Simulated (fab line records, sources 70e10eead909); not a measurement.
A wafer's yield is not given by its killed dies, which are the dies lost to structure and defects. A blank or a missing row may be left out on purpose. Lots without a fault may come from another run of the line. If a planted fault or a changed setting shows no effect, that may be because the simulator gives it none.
Which tool did it? || flow nand_harc || 15 lots, 45 wafers sampled, at 4 steps of a route of 1302

== WHAT THE GAUGES SHOWED, per wafer ==
No reading from a measuring or inspecting step in the record can be judged against a usual standard deviation.

== TOOL THAT RAN EACH LOT (tool first, then ch and the chambers of the sampled wafers, then the start) ==
{"lot": "L353", "NHARC_P_M1_DEGAS_29": "pvd_sputter-02, day 6 10:10", "NHARC_P_M2_DESCUM_14": "rie_diel-04 ch 0,2,3, day 6 13:16", "NHARC_P_M2_ETCH_15": "rie_diel-04 ch 2,3, day 6 13:29", "NHARC_P_M2_ANNEAL_31": "rtp_anneal-01 ch 0, day 6 15:07"}
{"lot": "L354", "NHARC_P_M1_DEGAS_29": "pvd_sputter-02, day 6 13:56", "NHARC_P_M2_DESCUM_14": "rie_diel-01 ch 1,2,3, day 6 16:58", "NHARC_P_M2_ETCH_15": "rie_diel-01 ch 0,2,3, day 6 17:07", "NHARC_P_M2_ANNEAL_31": "rtp_anneal-01 ch 0, day 6 18:49"}
{"lot": "L355", "NHARC_P_M1_DEGAS_29": "pvd_sputter-02, day 6 23:49", "NHARC_P_M2_DESCUM_14": "rie_diel-11 ch 1,2, day 7 02:59", "NHARC_P_M2_ETCH_15": "rie_diel-11 ch 0,1,2, day 7 03:11", "NHARC_P_M2_ANNEAL_31": "rtp_anneal-02 ch 0, day 7 05:17"}
{"lot": "L356", "NHARC_P_M1_DEGAS_29": "pvd_sputter-03, day 7 13:14", "NHARC_P_M2_DESCUM_14": "rie_diel-11 ch 0,2,3, day 7 16:19", "NHARC_P_M2_ETCH_15": "rie_diel-11 ch 0,1,2, day 7 16:29", "NHARC_P_M2_ANNEAL_31": "rtp_anneal-01 ch 0, day 7 18:09"}
{"lot": "L358", "NHARC_P_M1_DEGAS_29": "pvd_sputter-01, day 8 04:55", "NHARC_P_M2_DESCUM_14": "rie_diel-04 ch 1,3, day 8 08:02", "NHARC_P_M2_ETCH_15": "rie_diel-04 ch 1,2, day 8 08:13", "NHARC_P_M2_ANNEAL_31": "rtp_anneal-02 ch 0, day 8 09:47"}
{"lot": "L359", "NHARC_P_M1_DEGAS_29": "pvd_sputter-03, day 8 17:27", "NHARC_P_M2_DESCUM_14": "rie_diel-04 ch 0,3, day 8 20:37", "NHARC_P_M2_ETCH_15": "rie_diel-04 ch 2,3, day 8 20:49", "NHARC_P_M2_ANNEAL_31": "rtp_anneal-01 ch 0, day 8 22:30"}
{"lot": "L360", "NHARC_P_M1_DEGAS_29": "pvd_sputter-02, day 9 09:04", "NHARC_P_M2_DESCUM_14": "rie_diel-11 ch 0,1,3, day 9 12:07", "NHARC_P_M2_ETCH_15": "rie_diel-11 ch 0,1,2, day 9 12:17", "NHARC_P_M2_ANNEAL_31": "rtp_anneal-02 ch 0, day 9 14:10"}
{"lot": "L362", "NHARC_P_M1_DEGAS_29": "pvd_sputter-03, day 10 02:06", "NHARC_P_M2_DESCUM_14": "rie_diel-01 ch 0,1,2, day 10 05:14", "NHARC_P_M2_ETCH_15": "rie_diel-01 ch 0,1,3, day 10 05:25", "NHARC_P_M2_ANNEAL_31": "rtp_anneal-01 ch 0, day 10 07:01"}
{"lot": "L364", "NHARC_P_M1_DEGAS_29": "pvd_sputter-02, day 10 18:40", "NHARC_P_M2_DESCUM_14": "rie_diel-01 ch 0,2,3, day 10 21:52", "NHARC_P_M2_ETCH_15": "rie_diel-01 ch 0,1,2, day 10 22:01", "NHARC_P_M2_ANNEAL_31": "rtp_anneal-01 ch 0, day 10 23:37"}
{"lot": "L365", "NHARC_P_M1_DEGAS_29": "pvd_sputter-01, day 11 05:14", "NHARC_P_M2_DESCUM_14": "rie_diel-11 ch 2,3, day 11 08:23", "NHARC_P_M2_ETCH_15": "rie_diel-11 ch 0,2, day 11 08:32", "NHARC_P_M2_ANNEAL_31": "rtp_anneal-01 ch 0, day 11 10:08"}
{"lot": "L367", "NHARC_P_M1_DEGAS_29": "pvd_sputter-02, day 12 10:14", "NHARC_P_M2_DESCUM_14": "rie_diel-01 ch 1,3, day 12 13:22", "NHARC_P_M2_ETCH_15": "rie_diel-01 ch 0,1,2, day 12 13:32", "NHARC_P_M2_ANNEAL_31": "rtp_anneal-02 ch 0, day 12 15:14"}
{"lot": "L366", "NHARC_P_M1_DEGAS_29": "pvd_sputter-03, day 12 12:36", "NHARC_P_M2_DESCUM_14": "rie_diel-04 ch 1,2,3, day 12 15:35", "NHARC_P_M2_ETCH_15": "rie_diel-04 ch 1,2, day 12 15:46", "NHARC_P_M2_ANNEAL_31": "rtp_anneal-02 ch 0, day 12 17:22"}
{"lot": "L374", "NHARC_P_M1_DEGAS_29": "pvd_sputter-01, day 14 20:53", "NHARC_P_M2_DESCUM_14": "rie_diel-11 ch 0,2,3, day 15 00:02", "NHARC_P_M2_ETCH_15": "rie_diel-11 ch 0,1,2, day 15 00:13", "NHARC_P_M2_ANNEAL_31": "rtp_anneal-01 ch 0, day 15 02:29"}
{"lot": "L376", "NHARC_P_M1_DEGAS_29": "pvd_sputter-02, day 15 16:03", "NHARC_P_M2_DESCUM_14": "rie_diel-01 ch 0,1,3, day 15 19:10", "NHARC_P_M2_ETCH_15": "rie_diel-01 ch 1,2,3, day 15 19:21", "NHARC_P_M2_ANNEAL_31": "rtp_anneal-01 ch 0, day 15 20:56"}
{"lot": "L375", "NHARC_P_M1_DEGAS_29": "pvd_sputter-01, day 15 16:50", "NHARC_P_M2_DESCUM_14": "rie_diel-01 ch 0,1,3, day 15 19:58", "NHARC_P_M2_ETCH_15": "rie_diel-01 ch 1,2, day 15 20:08", "NHARC_P_M2_ANNEAL_31": "rtp_anneal-02 ch 0, day 15 21:49"}
- NHARC_P_M1_DEGAS_29: time 60 s.
- NHARC_P_M2_DESCUM_14: chemistry O2, time 3 s.
- NHARC_P_M2_ETCH_15: etches the open film in C4F8/Ar, target depth 182.5 nm, time 91.2 s.
- NHARC_P_M2_ANNEAL_31: time 90 s.

== WHAT THE TOOLS THEMSELVES READ (means of the sampled wafers that have a number; where no wafer has one, the mark that the record gives instead) ==
NHARC_P_M1_DEGAS_29. Usual: 338 W for heater_power_w, sd 45.
{"lot": "L353", "tool": "pvd_sputter-02", "heater_power_w (W)": 354, "flag": ""}
{"lot": "L354", "tool": "pvd_sputter-02", "heater_power_w (W)": 350, "flag": ""}
{"lot": "L355", "tool": "pvd_sputter-02", "heater_power_w (W)": 356, "flag": ""}
{"lot": "L356", "tool": "pvd_sputter-03", "heater_power_w (W)": 282, "flag": ""}
{"lot": "L358", "tool": "pvd_sputter-01", "heater_power_w (W)": 325, "flag": ""}
{"lot": "L359", "tool": "pvd_sputter-03", "heater_power_w (W)": 324, "flag": ""}
{"lot": "L360", "tool": "pvd_sputter-02", "heater_power_w (W)": 354, "flag": ""}
{"lot": "L362", "tool": "pvd_sputter-03", "heater_power_w (W)": 331, "flag": ""}
{"lot": "L364", "tool": "pvd_sputter-02", "heater_power_w (W)": 358, "flag": ""}
{"lot": "L365", "tool": "pvd_sputter-01", "heater_power_w (W)": 346, "flag": ""}
{"lot": "L367", "tool": "pvd_sputter-02", "heater_power_w (W)": 357, "flag": ""}
{"lot": "L366", "tool": "pvd_sputter-03", "heater_power_w (W)": 378, "flag": ""}
{"lot": "L374", "tool": "pvd_sputter-01", "heater_power_w (W)": 371, "flag": ""}
{"lot": "L376", "tool": "pvd_sputter-02", "heater_power_w (W)": 315, "flag": ""}
{"lot": "L375", "tool": "pvd_sputter-01", "heater_power_w (W)": 349, "flag": ""}

NHARC_P_M2_DESCUM_14. Usual: drypump_motor_current_A 5.7 A, standard deviation 0.3; oes_product_au 0.999 a.u., standard deviation 0.012; rf_vpp_V 57.9 V, standard deviation 0.87; showerhead_plenum_p_Torr 1.92 Torr, standard deviation 0.071; throttle_valve_pct 11.311 %, standard deviation 0.0088.
{"lot": "L353", "tool": "rie_diel-04", "drypump_motor_current_A (A)": 5.4, "oes_product_au (a.u.)": 1.001, "rf_vpp_V (V)": 58.1, "showerhead_plenum_p_Torr (Torr)": 1.95, "throttle_valve_pct (%)": 11.309, "flag": ""}
{"lot": "L354", "tool": "rie_diel-01", "drypump_motor_current_A (A)": 5.8, "oes_product_au (a.u.)": 1.003, "rf_vpp_V (V)": 56.7, "showerhead_plenum_p_Torr (Torr)": 1.92, "throttle_valve_pct (%)": 11.316, "flag": ""}
{"lot": "L355", "tool": "rie_diel-11", "drypump_motor_current_A (A)": 6.0, "oes_product_au (a.u.)": 0.990, "rf_vpp_V (V)": 58.2, "showerhead_plenum_p_Torr (Torr)": 1.90, "throttle_valve_pct (%)": 11.310, "flag": ""}
{"lot": "L356", "tool": "rie_diel-11", "drypump_motor_current_A (A)": 5.7, "oes_product_au (a.u.)": 0.995, "rf_vpp_V (V)": 57.7, "showerhead_plenum_p_Torr (Torr)": 1.93, "throttle_valve_pct (%)": 11.316, "flag": ""}
{"lot": "L358", "tool": "rie_diel-04", "drypump_motor_current_A (A)": 5.7, "oes_product_au (a.u.)": 1.011, "rf_vpp_V (V)": 57.6, "showerhead_plenum_p_Torr (Torr)": 1.99, "throttle_valve_pct (%)": 11.306, "flag": ""}
{"lot": "L359", "tool": "rie_diel-04", "drypump_motor_current_A (A)": 5.3, "oes_product_au (a.u.)": 0.994, "rf_vpp_V (V)": 57.7, "showerhead_plenum_p_Torr (Torr)": 1.99, "throttle_valve_pct (%)": 11.309, "flag": ""}
{"lot": "L360", "tool": "rie_diel-11", "drypump_motor_current_A (A)": 5.8, "oes_product_au (a.u.)": 0.987, "rf_vpp_V (V)": 56.9, "showerhead_plenum_p_Torr (Torr)": 1.93, "throttle_valve_pct (%)": 11.312, "flag": ""}
{"lot": "L362", "tool": "rie_diel-01", "drypump_motor_current_A (A)": 5.6, "oes_product_au (a.u.)": 1.005, "rf_vpp_V (V)": 58.1, "showerhead_plenum_p_Torr (Torr)": 1.95, "throttle_valve_pct (%)": 11.311, "flag": ""}
{"lot": "L364", "tool": "rie_diel-01", "drypump_motor_current_A (A)": 5.6, "oes_product_au (a.u.)": 1.016, "rf_vpp_V (V)": 57.4, "showerhead_plenum_p_Torr (Torr)": 1.87, "throttle_valve_pct (%)": 11.313, "flag": ""}
{"lot": "L365", "tool": "rie_diel-11", "drypump_motor_current_A (A)": 5.6, "oes_product_au (a.u.)": 0.991, "rf_vpp_V (V)": 57.8, "showerhead_plenum_p_Torr (Torr)": 1.95, "throttle_valve_pct (%)": 11.319, "flag": ""}
{"lot": "L367", "tool": "rie_diel-01", "drypump_motor_current_A (A)": 5.8, "oes_product_au (a.u.)": 0.988, "rf_vpp_V (V)": 58.0, "showerhead_plenum_p_Torr (Torr)": 1.96, "throttle_valve_pct (%)": 11.318, "flag": ""}
{"lot": "L366", "tool": "rie_diel-04", "drypump_motor_current_A (A)": 5.6, "oes_product_au (a.u.)": 0.998, "rf_vpp_V (V)": 57.9, "showerhead_plenum_p_Torr (Torr)": 1.94, "throttle_valve_pct (%)": 11.318, "flag": ""}
{"lot": "L374", "tool": "rie_diel-11", "drypump_motor_current_A (A)": 5.7, "oes_product_au (a.u.)": 0.994, "rf_vpp_V (V)": 57.9, "showerhead_plenum_p_Torr (Torr)": 1.93, "throttle_valve_pct (%)": 11.313, "flag": ""}
{"lot": "L376", "tool": "rie_diel-01", "drypump_motor_current_A (A)": 5.6, "oes_product_au (a.u.)": 1.006, "rf_vpp_V (V)": 57.4, "showerhead_plenum_p_Torr (Torr)": 1.90, "throttle_valve_pct (%)": 11.312, "flag": ""}
{"lot": "L375", "tool": "rie_diel-01", "drypump_motor_current_A (A)": 5.6, "oes_product_au (a.u.)": 1.011, "rf_vpp_V (V)": 58.6, "showerhead_plenum_p_Torr (Torr)": 1.90, "throttle_valve_pct (%)": 11.306, "flag": ""}

NHARC_P_M2_ETCH_15. Usual: bias_w 300.1 W, standard deviation 0.91; chamber_pressure_mTorr 25.002 mTorr, standard deviation 0.026; oes_product_au 0.936 a.u., standard deviation 0.024; rf_vpp_V 441.3 V, standard deviation 2.3.
{"lot": "L353", "tool": "rie_diel-04", "bias_w (W)": 299.5, "chamber_pressure_mTorr (mTorr)": 25.006, "oes_product_au (a.u.)": 0.914, "rf_vpp_V (V)": 441.7, "flag": ""}
{"lot": "L354", "tool": "rie_diel-01", "bias_w (W)": 300.3, "chamber_pressure_mTorr (mTorr)": 24.995, "oes_product_au (a.u.)": 0.937, "rf_vpp_V (V)": 439.8, "flag": ""}
{"lot": "L355", "tool": "rie_diel-11", "bias_w (W)": 300.4, "chamber_pressure_mTorr (mTorr)": 25.005, "oes_product_au (a.u.)": 0.914, "rf_vpp_V (V)": 440.1, "flag": ""}
{"lot": "L356", "tool": "rie_diel-11", "bias_w (W)": 299.1, "chamber_pressure_mTorr (mTorr)": 24.990, "oes_product_au (a.u.)": 0.921, "rf_vpp_V (V)": 440.3, "flag": ""}
{"lot": "L358", "tool": "rie_diel-04", "bias_w (W)": 300.0, "chamber_pressure_mTorr (mTorr)": 24.997, "oes_product_au (a.u.)": 0.934, "rf_vpp_V (V)": 442.7, "flag": ""}
{"lot": "L359", "tool": "rie_diel-04", "bias_w (W)": 299.3, "chamber_pressure_mTorr (mTorr)": 25.018, "oes_product_au (a.u.)": 0.970, "rf_vpp_V (V)": 441.6, "flag": ""}
{"lot": "L360", "tool": "rie_diel-11", "bias_w (W)": 299.3, "chamber_pressure_mTorr (mTorr)": 25.005, "oes_product_au (a.u.)": 0.921, "rf_vpp_V (V)": 439.9, "flag": ""}
{"lot": "L362", "tool": "rie_diel-01", "bias_w (W)": 300.6, "chamber_pressure_mTorr (mTorr)": 25.006, "oes_product_au (a.u.)": 0.975, "rf_vpp_V (V)": 439.9, "flag": ""}
{"lot": "L364", "tool": "rie_diel-01", "bias_w (W)": 300.4, "chamber_pressure_mTorr (mTorr)": 25.063, "oes_product_au (a.u.)": 0.929, "rf_vpp_V (V)": 442.2, "flag": ""}
{"lot": "L365", "tool": "rie_diel-11", "bias_w (W)": "-", "chamber_pressure_mTorr (mTorr)": "-", "oes_product_au (a.u.)": "-", "rf_vpp_V (V)": "-", "flag": "OFF"}
{"lot": "L367", "tool": "rie_diel-01", "bias_w (W)": "-", "chamber_pressure_mTorr (mTorr)": "-", "oes_product_au (a.u.)": "-", "rf_vpp_V (V)": "-", "flag": "OFF"}
{"lot": "L366", "tool": "rie_diel-04", "bias_w (W)": "-", "chamber_pressure_mTorr (mTorr)": "-", "oes_product_au (a.u.)": "-", "rf_vpp_V (V)": "-", "flag": "OFF"}
{"lot": "L374", "tool": "rie_diel-11", "bias_w (W)": 300.6, "chamber_pressure_mTorr (mTorr)": 24.995, "oes_product_au (a.u.)": 0.913, "rf_vpp_V (V)": 440.0, "flag": ""}
{"lot": "L376", "tool": "rie_diel-01", "bias_w (W)": 300.4, "chamber_pressure_mTorr (mTorr)": 24.987, "oes_product_au (a.u.)": 0.929, "rf_vpp_V (V)": 441.6, "flag": ""}
{"lot": "L375", "tool": "rie_diel-01", "bias_w (W)": 300.2, "chamber_pressure_mTorr (mTorr)": 25.011, "oes_product_au (a.u.)": 0.969, "rf_vpp_V (V)": 442.7, "flag": ""}

NHARC_P_M2_ANNEAL_31. Usual: anneal_temp_c 225.03 C, standard deviation 0.18; wafer_temp_C_max 225.72, standard deviation 0.22.
{"lot": "L353", "tool": "rtp_anneal-01", "anneal_temp_c (C)": 224.85, "wafer_temp_C_max": 225.69, "flag": ""}
{"lot": "L354", "tool": "rtp_anneal-01", "anneal_temp_c (C)": 224.97, "wafer_temp_C_max": 225.74, "flag": ""}
{"lot": "L355", "tool": "rtp_anneal-02", "anneal_temp_c (C)": 225.08, "wafer_temp_C_max": 225.69, "flag": ""}
{"lot": "L356", "tool": "rtp_anneal-01", "anneal_temp_c (C)": 225.06, "wafer_temp_C_max": 225.68, "flag": ""}
{"lot": "L358", "tool": "rtp_anneal-02", "anneal_temp_c (C)": 225.15, "wafer_temp_C_max": 225.72, "flag": ""}
{"lot": "L359", "tool": "rtp_anneal-01", "anneal_temp_c (C)": 225.14, "wafer_temp_C_max": 226.02, "flag": ""}
{"lot": "L360", "tool": "rtp_anneal-02", "anneal_temp_c (C)": 225.13, "wafer_temp_C_max": 225.75, "flag": ""}
{"lot": "L362", "tool": "rtp_anneal-01", "anneal_temp_c (C)": 225.02, "wafer_temp_C_max": 225.69, "flag": ""}
{"lot": "L364", "tool": "rtp_anneal-01", "anneal_temp_c (C)": 225.12, "wafer_temp_C_max": 225.72, "flag": ""}
{"lot": "L365", "tool": "rtp_anneal-01", "anneal_temp_c (C)": 225.13, "wafer_temp_C_max": 225.68, "flag": ""}
{"lot": "L367", "tool": "rtp_anneal-02", "anneal_temp_c (C)": 224.79, "wafer_temp_C_max": 225.48, "flag": ""}
{"lot": "L366", "tool": "rtp_anneal-02", "anneal_temp_c (C)": 225.12, "wafer_temp_C_max": 225.54, "flag": ""}
{"lot": "L374", "tool": "rtp_anneal-01", "anneal_temp_c (C)": 224.90, "wafer_temp_C_max": 225.63, "flag": ""}
{"lot": "L376", "tool": "rtp_anneal-01", "anneal_temp_c (C)": 225.18, "wafer_temp_C_max": 225.38, "flag": ""}
{"lot": "L375", "tool": "rtp_anneal-02", "anneal_temp_c (C)": 225.16, "wafer_temp_C_max": 225.49, "flag": ""}

== THE ANSWER, worked out from the rows above alone ==
Rule: a lot counts as off when the mean over its wafers that have a number is more than 3 standard deviations away from the usual mean. Also off: a lot with no number at a reading for which 4 or more lots have one. Where the step has rows for the other lots, those lots are counted as sound. Order of review: gauges by route order, followed by the tools' own readings, for which a lot's mean as printed above is used. The first step at which some lot is off is used, and at that step the reading that is off furthest; a lot without a number counts as furthest.
Off: L365, L367, L366 (NHARC_P_M2_ETCH_15, bias_w). Without a number there: L365, L367, L366.
A tool fits if, at that step or a process step before it, it ran every lot that is off, and no sound lot after the first of them. Of those tried, none fits.

== WHAT WAS PUT IN BY THE SIMULATOR ==
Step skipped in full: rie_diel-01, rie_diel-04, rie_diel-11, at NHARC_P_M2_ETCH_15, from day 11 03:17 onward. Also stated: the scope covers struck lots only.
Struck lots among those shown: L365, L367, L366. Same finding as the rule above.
